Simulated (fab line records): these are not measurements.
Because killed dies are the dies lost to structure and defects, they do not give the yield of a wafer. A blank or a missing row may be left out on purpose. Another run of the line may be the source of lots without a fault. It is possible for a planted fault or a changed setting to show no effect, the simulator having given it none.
Chamber matching | flow n5_finfet | N5_FIN_SAQP_SPACER2_ALD_28 on ald_sin-02: 4 sister chambers
The step deposits SiO2, target thk 8.1 nm, pulse time 1 s, purge time 2 s. 8 wafers are shown with their chamber, then 10 later ones without.

== WAFERS PAIRED WITH THEIR CHAMBERS ==
wafer  | chamber | heater_power_w (W) | precursor_pulse_height_rel
L078.2 | 2       | 407                | 0.990
L080.2 | 3       | 460                | 1.025
L081.5 | 3       | 469                | 0.983
L083.2 | 2       | 405                | 1.010
L083.3 | 0       | 385                | 0.992
L083.5 | 1       | 424                | 1.012
L084.1 | 0       | 387                | 0.995
L084.4 | 1       | 433                | 1.021

== WAFERS MISSING THEIR CHAMBER ==
wafer  | heater_power_w (W) | precursor_pulse_height_rel
L084.6 | 378                | 1.034
L086.2 | 471                | 0.974
L086.3 | 380                | 1.006
L086.4 | 434                | 1.009
L091.3 | 431                | 0.980
L091.4 | 450                | 1.023
L091.6 | 404                | 1.000
L094.1 | 458                | 0.966
L094.2 | 403                | 1.026
L094.3 | 423                | 0.995

== WHICH CHAMBER EACH ONE RAN IN ==
wafer  | from the rows above     | in truth
L084.6 | 0                       | 0
L086.2 | 3                       | 3
L086.3 | 0                       | 0
L086.4 | 1                       | 1
L091.3 | 1                       | 1
L091.4 | can't be placed: 3 or 1 | 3
L091.6 | 2                       | 2
L094.1 | 3                       | 3
L094.2 | 2                       | 2
L094.3 | can't be placed: 1 or 2 | 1
Correct placement for 8 of the 10. Can't be placed from these rows: 2 (the true chamber is among the candidates in 2). Placed wrongly: 0.
How it was worked out, from the rows above alone: a wafer's distance from a chamber is the root of the sum, over the readings, of the square of ((its reading less the chamber's mean) divided by the reading's scatter). The wafer belongs to the nearest chamber; if the next one is less than 2 further off, it can't be placed. A chamber's mean is the mean of its shown wafers. The scatter: the root of (the sum of the squares of (reading less its chamber's mean) over the shown wafers, divided by (wafers less chambers)).
